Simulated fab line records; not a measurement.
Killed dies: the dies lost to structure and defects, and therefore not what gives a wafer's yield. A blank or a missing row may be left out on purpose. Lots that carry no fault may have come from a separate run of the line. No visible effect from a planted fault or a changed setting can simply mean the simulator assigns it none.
fab line records | flow n5Finfet
[record] lots = 4 wafers = 12 lastDay = 17
route steps=1938 shown PMOS_HMC_CHANNEL_EPI@62 FIN_SAQP@90 BEOL_M4@1111 PASSIVATION@1936
lots with no fault: from the same line, run without faults
startH: hours from the record's opening day to when the first of the lot's shown wafers began | waitH: hours since the lot's step before | " the same as in the row above | L1.1+2: several wafers, shown together as one row | - either no value or no given start | * or withheld: withheld | < > ~ a bound
route shown NAME@n: names a module that has steps shown in the file, with the first one's number in the route | usual: mean/standard deviation taken from wafers without a fault | same: alike in all rows | chamber/n: place in a boat | sites: the reading at each site | _std_site: standard deviation across them | _edge_site: the outer-site mean with the inner-site mean subtracted | radiusMm: how far each site lies from the wafer's centre | mask NAME#n: copy n | behind: tool/chamber where the wafer was last shaped | hold: what put the lot on hold/how long, in hours/how the hold closed | device: which transistor (n, p or np) failed to switch | end of line: at the end of the route, the tests of the same wafers | a step with no rows: only its recipe | killed: at the first sort, the dies lost to defects and structure; wafer yield is something else | map: dies across one wafer; x = killed, . = not, _ = none there
set.NAME: the setting the step ran with; set.NAME@STEP: the setting that earlier step ran with | model.NAME: the simulator's own value behind a step, which no gauge read
certain route steps with their lots: each step a table, each wafer a row
services: when a tool's chamber went out of use (startH, in hours from the record's first day, below 0 if earlier), for how many hours, and the reason
[[steps]]
[step N5_PMOS_HMC_CHANNEL_EPI_EXPOSE_06]
[recipe] maskId = PMOS_HMC_BLK na = 1.35 sourceShape = conventional sigmaOuter = 0.8 polarization = unpolarized targetCdNm = 240 doseMj = 41
[step N5_PMOS_HMC_CHANNEL_EPI_PEB_07]
[recipe] pebTempC = 110 pebTimeS = 60 resist = CAR-ArF-block
[step N5_PMOS_HMC_CHANNEL_EPI_DEVELOP_08]
[recipe] developTimeS = 30 developer = TMAH resist = CAR-ArF-block devTempC = 23 rinseLiquid = diw dry = airSpin
[step N5_PMOS_HMC_CHANNEL_EPI_DESCUM_14]
[recipe] chemistry = O2 timeS = 7.9 sourcePowerW = 50 biasPowerW = 20 pressureMtorr = 20 rfFrequencyHz = 2.712e+07 tempC = 40 resist = CAR-ArF-block o2FlowSccm = 225
[step N5_PMOS_HMC_CHANNEL_EPI_ETCH_32]
[recipe] chemistry = N2/H2 target = BARC stopOn = SiO2 targetDepthA = 858 overEtchFrac = 0.3 timeS = 50.3 ionEnergyEv = 200 maskMaterial = CAR-ArF-block pressureMtorr = 30 sourceW = 840 biasW = 150 n2FlowSccm = 200 h2FlowSccm = 200
[step N5_PMOS_HMC_CHANNEL_EPI_HM_OPEN_15]
[recipe] chemistry = CHF3/O2 target = SiO2 maskMaterial = CAR-ArF-block targetDepthA = 406 CHF3_flow_sccm = 50 O2_flow_sccm = 5 Ar_flow_sccm = 200 timeS = 20.3 pressureMtorr = 30 sourceW = 650 biasW = 170 ionEnergyEv = 200
[step N5_PMOS_HMC_CHANNEL_EPI_STRIP_33]
[recipe] chemistry = N2/H2 powerW = 500 tempC = 40 pressureMtorr = 50 rfFrequencyHz = 6e+07 overashFraction = 0.3 biasPowerW = 8 h2Frac = 0.5 n2FlowSccm = 300 h2FlowSccm = 300
[step N5_PMOS_HMC_CHANNEL_EPI_STRIP_17]
[recipe] chemistry = SPM timeS = 750 tempC = 130 h2so4H2o2VolRatio = 4 dry = ipaMarangoni
[step N5_PMOS_HMC_CHANNEL_EPI_ETCH_38]
[recipe] chemistry = CF4 target = SiO2 targetDepthA = 15 ionEnergyEv = 350 pressureMtorr = 10 icpW = 800 biasW = 400 cf4FlowSccm = 80
[step N5_PMOS_HMC_CHANNEL_EPI_FIN_RECESS_16]
[recipe] chemistry = HBr/Cl2 target = Si maskMaterial = SiO2 targetDepthA = 540 timeS = 18 pressureMtorr = 10 icpW = 800 biasW = 75 HBr_flow_sccm = 150 Cl2_flow_sccm = 80
[usual] drypumpMotorCurrentA = 5.8/0.47 oesProductAu = 1.002/0.018 throttleValvePct = 35.5/0.34
[same] timeS = 18
// columns lot.wafer tool chamber startH waitH drypumpMotorCurrentA oesProductAu rfHoursCounterH throttleValvePct model.PMOS_HMC_CHANNEL_EPI.featureDepthNm model.etch.depthNm model.SiO2_of_PMOS_HMC_CHANNEL_EPI_HM_DEP_34.thkNm
L644.1 rieSi-03 3 42.25 0.0 4.8 0.969 5 34.9 53.35 53.35 29.82
L644.4 " 0 " " 5.6 1.029 7 35.8 54.74 54.74 30.59
L644.5 " 1 " " 6.2 1.020 - 35.8 54.14 54.14 30.64
L654.2 rieSi-03 1 102.51 0.0 6.2 1.005 2 35.8 53.42 53.42 29.96
L654.5 " 1 " " 6.2 1.012 - 35.8 53.34 53.34 29.81
L654.6 " 0 " " 5.6 1.235 - 35.5 73.62 73.62 28.8
L655.2 rieSi-03 0 107.69 0.0 5.6 1.223 8 35.5 74.17 74.17 28.34
L655.4 " 2 " " 6.2 1.009 110 35.0 55.46 55.46 30.08
L655.5 " 2 " " 6.2 1.003 - 35.0 55.27 55.27 30.27
L662.2 rieSi-01 3 150.24 0.0 5.8 1.037 136 35.8 55.12 55.12 30.81
L662.3 " 1 " " 6.3 0.997 4 35.7 53.28 53.28 30.64
L662.6 " 1 " " 6.2 0.993 - 35.7 53.02 53.02 31.49
[step N5_PMOS_HMC_CHANNEL_EPI_PRECLEAN_36]
[recipe] chemistry = O3/DIW timeS = 45 tempC = 22 o3Ppm = 10
[step N5_PMOS_HMC_CHANNEL_EPI_PRECLEAN_18]
[recipe] chemistry = DHF timeS = 30 tempC = 25 dilution = withheld
[same] timeS = 30
// columns lot.wafer tool chamber startH waitH model.SiO2_of_PMOS_HMC_CHANNEL_EPI_HM_DEP_34.thkNm
L644.1 wetBench-01 2 42.36 0.0 24.2
L644.4 " 1 " " 24.99
L644.5 " 5 " " 25.03
L654.2 wetBench-02 2 102.62 0.0 24.38
L654.5 " 6 " " 24.26
L654.6 " 0 " " 23.22
L655.2 wetBench-06 0 107.80 0.0 22.76
L655.4 " 2 " " 24.5
L655.5 " 7 " " 24.69
L662.2 wetBench-06 4 150.35 0.0 25.19
L662.3 " 3 " " 24.99
L662.6 " 2 " " 25.88
[step N5_PMOS_HMC_CHANNEL_EPI_SRD_19]
[recipe] dry = ipaMarangoni doPpb = 5 timeS = 30 tempC = 23 rinseLiquid = diw
[step N5_PMOS_HMC_CHANNEL_EPI_EPI_20]
[recipe] material = SiGe30 maskMaterial = SiO2 pressureTorr = 20 targetThkA = 590 tempC = 600
[step N5_PMOS_HMC_CHANNEL_EPI_HM_STRIP_35]
[recipe] chemistry = dHF tempC = 25 material = SiO2 target = SiO2 targetDepthA = 396 timeS = 216
[step N5_PMOS_HMC_CHANNEL_EPI_SRD_39]
[recipe] dry = ipaMarangoni timeS = 30 tempC = 23 rinseLiquid = diw
[step N5_PMOS_HMC_CHANNEL_EPI_CMP_21]
[recipe] material = SiGe30 postCmpClean = alkalineBrush targetThkNm = 54
[step N5_PMOS_HMC_CHANNEL_EPI_THK_MEAS_22]
[recipe] reads = SiGe30_of_PMOS_HMC_CHANNEL_EPI_EPI_20
[usual] HMC_CMP_THK = 54.1/0.86
// columns lot.wafer tool chamber startH waitH HMC_CMP_THK[nm]
L644.1 filmMetro-02 - 44.05 - 53.4
L644.4 " - " " 54.7
L644.5 " - " " 54.3
L654.2 filmMetro-02 - 105.25 - 53.4
L654.5 " - " " 53.3
L654.6 " - " " 59.2
L655.2 filmMetro-01 - 109.49 - 60.2
L655.4 " - " " 55.6
L655.5 " - " " 55.3
L662.2 filmMetro-02 - 152.04 - 55.2
L662.3 " - " " 53.3
L662.6 " - " " 53.1
[step N5_PMOS_HMC_CHANNEL_EPI_PRECLEAN_40]
[recipe] chemistry = DHF timeS = 30 tempC = 25 dilution = withheld
[step N5_PMOS_HMC_CHANNEL_EPI_PRECLEAN_37]
[recipe] chemistry = O3/DIW timeS = 45 tempC = 22 o3Ppm = 10
[step N5_PMOS_HMC_CHANNEL_EPI_PRECLEAN_24]
[recipe] chemistry = DHF timeS = 30 tempC = 25 dilution = withheld
[step N5_PMOS_HMC_CHANNEL_EPI_SRD_25]
[recipe] dry = ipaMarangoni doPpb = 5 timeS = 30 tempC = 23 rinseLiquid = diw
[step N5_PMOS_HMC_CHANNEL_EPI_EPI_26]
[recipe] material = Si targetThkA = 38 tempC = 650 precursor = SiH4/H2 pressureTorr = 20 timeS = 22.7
[step N5_FIN_SAQP_PRECLEAN_42]
[recipe] chemistry = O3/DIW timeS = 60 tempC = 22 o3Ppm = 10
[step N5_FIN_SAQP_PRECLEAN_00]
[recipe] chemistry = SC1 timeS = 60 tempC = 55 mix = 1:2:50
[step N5_FIN_SAQP_PRECLEAN_44]
[recipe] chemistry = SC2 timeS = 45 tempC = 35 mix = 1:1:50
[step N5_FIN_SAQP_SRD_01]
[recipe] dry = ipaMarangoni timeS = 30 tempC = 23 rinseLiquid = diw
[step N5_FIN_SAQP_ALD_61]
[recipe] material = SiO2 targetThkA = 40 tempC = 300 aldPrecursorFamily = BDEAS aldCoReactant = O2-plasma pulseTimeS = 1 purgeTimeS = 2 coReactantPurgeTimeS = 2 aldCycles = 43 pressureTorr = 2
[step N5_FIN_SAQP_DENSIFY_62]
[recipe] tempC = 700 timeS = 60 ambient = N2 idleTempC = 600 rampUpCPerS = 150 rampDownCPerS = 60 coolToC = 600
[step N5_FIN_SAQP_HM_DEP_03]
[recipe] material = SiNx targetThkA = 380 tempC = 400 precursor = SiH4/NH3/N2 pressureTorr = 1.5 rfW = 300 timeS = 33.6
[step N5_FIN_SAQP_PECVD_47]
[recipe] material = a-Si targetThkA = 450 tempC = 400 precursor = SiH4/He pressureTorr = 3 rfW = 100 timeS = 36.3
[step N5_FIN_SAQP_PECVD_48]
[recipe] material = SiNx targetThkA = 250 tempC = 400 precursor = SiH4/NH3/N2 pressureTorr = 1.5 rfW = 300 timeS = 22.1
[step N5_FIN_SAQP_PECVD_06]
[recipe] material = a-Si targetThkA = 600 tempC = 400 precursor = SiH4/He pressureTorr = 3 rfW = 100 timeS = 48.1
[step N5_FIN_SAQP_HM_DEP_72]
[recipe] material = SiO2 targetThkA = 120 tempC = 400 precursor = SiH4/N2O pressureTorr = 0.75 rfW = 275 timeS = 7.2
[step N5_FIN_SAQP_COAT_49]
[recipe] resist = SOC tempC = 250 timeS = 60 spinRpm = 1500 resistThkNm = 100
[step N5_BEOL_M4_RC_MEAS_101]
[usual] CJ_P = 5.77/0.2 DIBL_N = 35.3/1.5 DIBL_P = 35.3/1.9 EOT_P = 10.52/0.095 IGATE_P = 0.0035/0.00045 IOFF_N = 0.145/0.027 IOFF_P = 0.20/0.033 IOFF_P_85C = 3.5/0.5 IOFF_P_LIN = 0.097/0.013 IOFF_P_LONG = 0.000105/7.4e-06 ION_N = 670/12 ION_P = 462/6.8 RC_DENSE_P = 23.7/0.64 RC_P = 19.3/0.5 REXT_P = 100.0/2.4 RS_NWELL = 1037/6.2 RS_SD_P = 65.7/0.99 SS_N = 71.3/0.6 SS_P = 73.1/0.7 VT_N = 251/3.4 VT_P = -251/3.2 VT_P_LONG = -275.4/2.3 VT_P_LVT = -98.9/2.6
// columns lot.wafer tool chamber startH waitH CJ_P DIBL_N[mV/V] DIBL_P[mV/V] EOT_P IGATE_P[nA/um] IOFF_N[nA/um] IOFF_P[nA/um] IOFF_P_85C[nA/um] IOFF_P_LIN[nA/um] IOFF_P_LONG[nA/um] ION_N[uA/um] ION_P[uA/um] RC_DENSE_P[ohm.um] RC_P[ohm.um] REXT_P[ohm.um] RS_NWELL[ohm/sq] RS_SD_P[ohm/sq] SS_N[mV/dec] SS_P[mV/dec] VT_N[mV] VT_P[mV] VT_P_LONG[mV] VT_P_LVT[mV]
L644.1 prober-02 0 206.78 0.0 5.79 34.7 31.8 10.62 0.0027 0.129 0.17 3.0 0.086 0.000113 659 450 24.1 19.7 96.5 1041 65.6 71.1 72.9 251 -253 -272.4 -98.5
L644.4 " 0 " " 5.84 36.5 35.9 10.41 0.0036 0.174 0.24 4.1 0.112 0.000116 697 474 23.9 19.4 94.4 1031 65.0 70.8 73.6 246 -247 -273.8 -92.8
L644.5 " 0 " " 5.72 35.1 32.7 10.47 0.0037 0.143 0.18 3.3 0.092 0.000111 667 461 24.9 20.3 96.7 1039 65.8 71.0 72.6 247 -251 -274.8 -97.6
L654.2 prober-01 0 260.03 0.2 5.91 33.8 35.2 10.45 0.0036 0.119 0.18 3.3 0.090 0.0001 666 464 22.6 18.4 101.1 1025 64.2 70.2 72.4 252 -253 -275.8 -101.6
L654.5 " 0 " " 5.99 36.4 36.7 10.54 0.0033 0.158 0.21 3.7 0.100 0.000102 674 464 23.5 18.9 103.3 1030 64.9 72.0 73.4 253 -250 -278.0 -99.6
L654.6 " 0 " " - 32.1 - - - 0.091 - - - - 654 - - - - 1058 - 70.6 - 258 - - -
L655.2 prober-02 0 276.58 0.2 - 38.2 - - - 0.176 - - - - 680 - - - - 1060 - 72.5 - 249 - - -
L655.4 " 0 " " 5.39 37.3 36.7 10.41 0.0038 0.167 0.21 3.5 0.097 9.8e-05 674 458 23.2 19.2 99.4 1036 66.4 71.6 74.2 253 -251 -276.1 -98.7
L655.5 " 0 " " 5.51 36.0 36.0 10.46 0.0032 0.145 0.20 3.4 0.094 9.8e-05 665 457 24.1 19.4 99.1 1029 66.2 71.3 73.6 251 -252 -274.7 -99.4
L662.2 prober-02 0 307.40 0.2 5.63 37.0 36.3 10.60 0.0029 0.146 0.22 3.8 0.106 9.8e-05 663 460 25.1 20.4 101.1 1029 64.2 71.1 73.0 252 -250 -274.8 -97.4
L662.3 " 0 " " 5.86 37.2 35.3 10.47 0.0034 0.148 0.19 3.3 0.093 0.0001 651 447 24.8 20.5 104.2 1029 64.6 72.2 73.0 252 -253 -275.7 -99.6
L662.6 " 0 " " 5.90 35.5 34.1 10.56 0.0031 0.121 0.17 3.2 0.089 0.000104 664 454 24.3 19.8 102.8 1027 65.7 70.7 72.6 254 -250 -277.2 -100.8
[step N5_PASSIVATION_PROBE_49]
[usual] defectLimitedYield = 91.2/1.5 killed_at_M0_to_M3 = 34/11 killed_at_M4_up = 14/5.4 killedAtContacts = 12/5.9 killedAtFrontEnd = 40/12 killedAtOther = 4/3.3 killedDies = 103/18 killedOnRim = 14/4.1 killedOpen = 68/13 killedShort = 34/7.5 sort_bin_4_leakage = 0/0 sort_bin_5_function = 5.1/1 sort_bin_6_memory = 3.3/0.7 sortNPass = 1076/18 sortYieldPct = 91.2/1.5
[same] grossDies = 1180 killedAtBackSide = 0 sort_bin_8_speed[%] = 0
// columns lot.wafer tool chamber startH waitH defectLimitedYield[%] killed_at_M0_to_M3 killed_at_M4_up killedAtContacts killedAtFrontEnd killedAtOther killedDies killedOnRim killedOpen killedShort sort_bin_4_leakage[%] sort_bin_5_function[%] sort_bin_6_memory[%] sortNPass sortYieldPct[%]
L644.1 prober-01 - 313.38 0.0 94.0 33 11 5 21 1 71 6 45 25 0 3.4 2.6 1109 94.0
L644.4 prober-01 - 313.53 0.2 91.6 30 13 19 37 0 99 12 71 28 0 5.3 3.0 1081 91.6
L644.5 prober-01 - 313.58 0.2 91.0 46 10 7 39 4 106 13 67 39 0 5.8 2.8 1074 91.0
L654.2 prober-02 - 357.55 0.1 91.0 34 18 12 42 0 106 7 67 39 0 4.7 4.0 1074 91.0
L654.5 prober-02 - 357.70 0.2 90.5 48 17 18 29 0 112 15 78 34 0 6.2 3.2 1068 90.5
L654.6 prober-02 - 357.75 0.3 91.9 28 20 11 35 1 95 9 65 27 91.95 5.3 2.3 0 0
L655.2 prober-02 - 391.11 0.1 91.7 29 14 14 39 2 98 9 77 20 91.69 3.9 4.2 0 0
L655.4 prober-02 - 391.21 0.2 93.0 27 9 1 45 1 83 14 59 24 0 3.9 2.9 1097 93.0
L655.5 prober-02 - 391.26 0.2 92.6 31 9 11 35 1 87 12 61 26 0 3.9 3.3 1093 92.6
L662.2 prober-01 - 414.49 0.1 88.4 55 9 8 57 8 137 21 84 52 0 6.0 5.3 1043 88.4
L662.3 prober-01 - 414.54 0.1 90.7 40 11 6 45 8 110 16 69 41 0 6.1 2.7 1070 90.7
L662.6 prober-01 - 414.69 0.3 89.5 45 15 14 47 3 124 9 89 34 0 6.2 3.8 1056 89.5
// killed by level:class
L644.1 BEOL_M0_SAQP:geometricParticle:short=9 BEOL_M2:geometricParticle:open=7 FIN_SAQP:geometricParticle:open=5 BEOL_M0_SAQP:geometricParticle:open=5 STARTING-WAFER:geometricParticle:short=5 MOL_CONTACT_COAG:geometricParticle:open=4 BEOL_M1:geometricParticle:open=4 FIN_SAQP:geometricParticle:short=3
L644.4 MOL_CONTACT_COAG:geometricParticle:open=16 STI_FIN_REVEAL:geometricParticle:open=10 BEOL_M0_SAQP:geometricParticle:short=10 BEOL_M4:geometricParticle:open=9 BEOL_M0_SAQP:geometricParticle:open=8 FIN_SAQP:geometricParticle:short=6 BEOL_M2:geometricParticle:open=6 FIN_SAQP:geometricParticle:open=5
L644.5 BEOL_M0_SAQP:geometricParticle:open=16 BEOL_M0_SAQP:geometricParticle:short=16 STI_FIN_REVEAL:geometricParticle:open=8 BEOL_M2:geometricParticle:open=7 FIN_SAQP:geometricParticle:open=6 GATE_CUT:geometricParticle:open=6 GATE_CUT:geometricParticle:short=6 MOL_CONTACT_COAG:geometricParticle:open=6
L654.2 STI_FIN_REVEAL:geometricParticle:open=12 MOL_CONTACT_COAG:geometricParticle:open=9 BEOL_M2:geometricParticle:short=7 FIN_SAQP:geometricParticle:open=6 BEOL_M4:geometricParticle:open=6 BEOL_M0_SAQP:geometricParticle:short=5 BEOL_M0_SAQP:geometricParticle:open=5 BEOL_M3:geometricParticle:open=5
L654.5 BEOL_M3:geometricParticle:open=18 MOL_CONTACT_COAG:geometricParticle:open=13 BEOL_M0_SAQP:geometricParticle:open=9 BEOL_M4:geometricParticle:open=9 BEOL_M0_SAQP:geometricParticle:short=6 BEOL_M1:geometricParticle:open=6 MOL_CONTACT_COAG:geometricParticle:short=5 GATE_CUT:geometricParticle:short=4
L654.6 BEOL_M4:geometricParticle:open=11 MOL_CONTACT_COAG:geometricParticle:open=8 BEOL_M3:geometricParticle:open=7 BEOL_M0_SAQP:geometricParticle:open=6 FIN_SAQP:geometricParticle:short=5 GATE_CUT:geometricParticle:short=5 BEOL_M2:geometricParticle:open=5 STARTING-WAFER:geometricParticle:open=5
L655.2 STI_FIN_REVEAL:geometricParticle:open=11 MOL_CONTACT_COAG:geometricParticle:open=11 BEOL_M2:geometricParticle:open=9 FIN_SAQP:geometricParticle:open=8 BEOL_M3:geometricParticle:open=8 BEOL_M4:geometricParticle:open=8 STARTING-WAFER:geometricParticle:short=6 BEOL_M0_SAQP:geometricParticle:open=4
L655.4 FIN_SAQP:geometricParticle:open=14 STI_FIN_REVEAL:geometricParticle:open=7 FIN_SAQP:geometricParticle:short=6 BEOL_M0_SAQP:geometricParticle:short=6 BEOL_M2:geometricParticle:open=6 BEOL_M3:geometricParticle:open=6 BEOL_M0_SAQP:geometricParticle:open=4 STARTING-WAFER:geometricParticle:open=4
L655.5 FIN_SAQP:geometricParticle:open=10 MOL_CONTACT_COAG:geometricParticle:open=8 BEOL_M0_SAQP:geometricParticle:open=8 BEOL_M3:geometricParticle:open=7 STI_FIN_REVEAL:geometricParticle:open=5 DUMMY_GATE:geometricParticle:open=5 BEOL_M0_SAQP:geometricParticle:short=5 FIN_SAQP:geometricParticle:short=4
L662.2 FIN_SAQP:geometricParticle:open=21 FIN_SAQP:geometricParticle:short=15 BEOL_M0_SAQP:geometricParticle:open=10 BEOL_M0_SAQP:geometricParticle:short=9 BEOL_M1:geometricParticle:open=8 BEOL_M3:geometricParticle:short=8 BEOL_M2:geometricParticle:open=6 BEOL_M3:geometricParticle:open=6
L662.3 FIN_SAQP:geometricParticle:open=15 BEOL_M0_SAQP:geometricParticle:open=12 FIN_SAQP:geometricParticle:short=10 BEOL_M0_SAQP:geometricParticle:short=9 STI_FIN_REVEAL:geometricParticle:open=7 BEOL_M4:geometricParticle:open=7 BEOL_M3:geometricParticle:open=6 STI_FIN_REVEAL:geometricParticle:short=5
L662.6 FIN_SAQP:geometricParticle:open=15 MOL_CONTACT_COAG:geometricParticle:open=13 BEOL_M1:geometricParticle:open=10 FIN_SAQP:geometricParticle:short=9 BEOL_M2:geometricParticle:open=8 BEOL_M0_SAQP:geometricParticle:short=7 BEOL_M4:geometricParticle:open=6 STI_FIN_REVEAL:geometricParticle:open=5
// map L654.5 (x killed, . not)
_________________x.x..x......________________
______________...............x.._____________
___________.............x.....x.x..__________
__________..x....x...........x......_________
________x............x..........x....._______
_______..xx...........x.......xx.......______
______...............x....x............._____
_____.......x................x...........____
____............x.........x............x..___
___.....x..............xxx....x.x..........__
___x.x.............................xx......__
__................x...x............x......x._
__......x...................xx.......x......_
_.....xx.....................................
_.....x.......x...........x....x..........x.x
_............x......x......x................x
_...........................x.......xx.......
_............x........x......................
_.......x....x........x......x...x....x......
_...........x..x.................x.........x.
_.x......x..........xx......x................
__.....x..............x.......x..........x.._
__.............x......x..............xx....._
___....x..........x.............x..........__
___..............x....x..............x.....__
____....x....x.x..........x...............___
_____...x.....x.......................x..____
______...............x....x..x.x.....x.._____
_______..........x..................x.x______
________........................x....._______
__________.......x....x........x...._________
___________........................__________
______________..x...x..........x_____________
_________________.........x..________________
// map L655.2 (x killed, . not)
_________________...........x________________
______________......x..........._____________
___________.......x.........x....x.__________
__________................x........._________
________...x...x.................x...._______
_______x...x.............x........x....______
______...........................x.x..x._____
_____.........x..........................____
____.......xx....x...xx...................___
___........................................__
___...x.................x.......x..........__
__......................x......x.........x.._
__......x..................................x_
_...........x...x........................x...
_........x............x...............xx.x...
_..x..................x....x...........x.....
_..............................x.x........x..
_...x.........x........xx.................x..
_..............x..x....................x.....
_...x...x......x.....x..................x....
_.................................x.x....x...
__x.xx..x...........x.......x..........x...._
__x...x....................................._
___..x...............x.x......x.x..........__
___...................................x....__
____......x.......x........x...x....x..x..___
_____........................x..x........____
______..x.................x.x...x......._____
_______......x.........................______
________......................x......._______
__________......x............xx....._________
___________....x.....x.......x....x__________
______________.................._____________
_________________....x.......________________
[[services]]
// columns tool chamber startH hours kind
rieSi-01 2 67.02 2.1 repair
rieSi-01 1 87.02 2.5 repair
rieSi-03 3 109.47 4.6 repair
wetBench-02 - 112.40 1.9 pm
rieSi-01 2 117.89 3.0 repair
wetBench-02 - 137.74 4.4 pm
[[key]]
[firstSign] step = N5_PMOS_HMC_CHANNEL_EPI_FIN_RECESS_16 reading = oesProductAu direction = up sigmas = 12 usual = 1.002 struck = 1.229
[effect] step = N5_PMOS_HMC_CHANNEL_EPI_THK_MEAS_22 reading = HMC_CMP_THK direction = up sigmas = 6.5 usual = 54.1 struck = 59.7
[effect] step = N5_BEOL_M4_RC_MEAS_101 reading = RS_NWELL direction = up sigmas = 3.6 usual = 1037 struck = 1059
[effect] step = N5_BEOL_M4_RC_MEAS_101 reading = CJ_P direction = missing
[effect] step = N5_BEOL_M4_RC_MEAS_101 reading = DIBL_P direction = missing
[effect] step = N5_BEOL_M4_RC_MEAS_101 reading = EOT_P direction = missing
[effect] step = N5_BEOL_M4_RC_MEAS_101 reading = IGATE_P direction = missing
[effect] step = N5_BEOL_M4_RC_MEAS_101 reading = IOFF_P direction = missing
[effect] step = N5_BEOL_M4_RC_MEAS_101 reading = IOFF_P_85C direction = missing
[effect] step = N5_BEOL_M4_RC_MEAS_101 reading = IOFF_P_LIN direction = missing
[effect] step = N5_BEOL_M4_RC_MEAS_101 reading = IOFF_P_LONG direction = missing
[effect] step = N5_BEOL_M4_RC_MEAS_101 reading = ION_P direction = missing
[effect] step = N5_BEOL_M4_RC_MEAS_101 reading = RC_DENSE_P direction = missing
[effect] step = N5_BEOL_M4_RC_MEAS_101 reading = RC_P direction = missing
[effect] step = N5_PASSIVATION_PROBE_49 reading = sort_bin_4_leakage direction = up sigmas = 99+ usual = 0 struck = 91.82
[modelEffect] step = N5_PMOS_HMC_CHANNEL_EPI_FIN_RECESS_16 value = PMOS_HMC_CHANNEL_EPI.featureDepthNm without = 54.89 struck = 73.89
[modelEffect] step = N5_PMOS_HMC_CHANNEL_EPI_PRECLEAN_18 value = SiO2_of_PMOS_HMC_CHANNEL_EPI_HM_DEP_34.thkNm without = 24.47 struck = 22.99
metAt N5_PMOS_HMC_CHANNEL_EPI_FIN_RECESS_16
struckWafers L654.6,L655.2
onsetBetween 42.25 102.51
[fault] kind = processParameterDrift tool = rieSi-03 chamber = 0 onsetH = 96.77 steps = N5_PMOS_HMC_CHANNEL_EPI_FIN_RECESS_16 channel = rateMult offset = 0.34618 shape = step endH = 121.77
